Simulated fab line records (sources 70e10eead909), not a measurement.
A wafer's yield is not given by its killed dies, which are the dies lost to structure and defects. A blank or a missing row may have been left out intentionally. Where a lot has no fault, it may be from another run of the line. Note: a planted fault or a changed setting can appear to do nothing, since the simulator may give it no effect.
Struck lot and sound lot, side by side / flow nand_harc / 15 steps out of a route of 1159
Sound: wafers L931.1, L931.2, L931.6. The struck wafers were L944.1, L944.5, L944.6. The cause is given at the end.
For every step that has rows: the tool of each side, followed by ch and its chambers, followed by its first start. Under that, the readings that differ: sound wafers / struck wafers / difference of the means / sigmas: that difference in standard deviations of wafers without a fault.
alike: words and numbers the same on both sides, and readings whose means are apart by under 2 such deviations; not compared: readings that were withheld, readings missing a value for some wafer, numbers with overlapping values and no deviation given by the record, and bounds like >300 which may hide the same value.
A row with sigmas, a row that says differs or no value, or rows on one side alone: a step with any of these is where the two part. Numbers that don't overlap but have no deviation are shown without sigmas and don't part them. Lack of a reading on every wafer of one side parts them only where that side has two or more wafers.

first, 1 step without rows for these wafers: NHARC_A_ONON_D1_DEP_09 (target thk 1000 nm).
NHARC_A_ONON_D1_THK_MEAS_11: measures by ellipsometry.
  sound: film_metro-02 at day 7 16:32; struck: film_metro-02 at day 10 19:56
  alike: thk_nm
then NHARC_A_ONON_D1_DEP_12 (target thk 1000 nm), 1 step lacking rows for these wafers.
NHARC_A_ONON_D1_THK_MEAS_14: measures by ellipsometry.
  sound: film_metro-01 at day 7 17:05; struck: film_metro-02 at day 10 20:31
  alike: thk_nm
then, 2 steps without rows for these wafers: NHARC_A_ONON_D1_ANNEAL_15 (time 3600 s); NHARC_A_ONON_D1_DEP_16 (target thk 1000 nm).
NHARC_A_ONON_D1_THK_MEAS_18: measures by ellipsometry.
  sound: film_metro-01 at day 8 00:13; struck: film_metro-01 at day 11 04:52
  alike: thk_nm
then NHARC_A_ONON_D1_DEP_19 (target thk 1000 nm), 1 step lacking rows for these wafers.
NHARC_A_ONON_D1_THK_MEAS_21: measures by ellipsometry.
  sound: film_metro-01 at day 8 00:47; struck: film_metro-02 at day 11 05:34
  alike: thk_nm
then NHARC_A_ONON_D1_DEP_22 (target thk 1000 nm), 1 step lacking rows for these wafers.
NHARC_A_ONON_D1_THK_MEAS_24: measures by ellipsometry.
  sound: film_metro-01 at day 8 01:21; struck: film_metro-02 at day 11 06:17
  alike: thk_nm
NHARC_A_ONON_D1_DEP_25: target thk 1000 nm.
  sound on pecvd_onon-04 ch 0, day 8 01:25; struck on pecvd_onon-03 ch 0, day 11 06:28
  alike: n2o_flow_sccm
NHARC_A_ONON_D1_THK_MEAS_27: measures by ellipsometry.
  sound: film_metro-02 at day 8 01:55; struck: film_metro-01 at day 11 06:58
reading=thk_nm (nm); sound=998 999 999; struck=631 634 632; difference=-366; sigmas=-33
then NHARC_A_ONON_D1_DEP_28 (target thk 1000 nm), 1 step lacking rows for these wafers.
-- jump in the record: it breaks off in module A_ONON_D1 and resumes in module END (first step shown: number 1159 of the route), and 11 days separate the struck wafers' starts before and after --
NHARC_END_SORT_01:
  the record has rows for the struck wafers here (prober-01 ch 0, day 22 12:49) and none for the sound ones

WHERE THEY PART
At NHARC_A_ONON_D1_THK_MEAS_27 first; at NHARC_END_SORT_01 last (within this record only).

WHY: the cause the simulator had injected
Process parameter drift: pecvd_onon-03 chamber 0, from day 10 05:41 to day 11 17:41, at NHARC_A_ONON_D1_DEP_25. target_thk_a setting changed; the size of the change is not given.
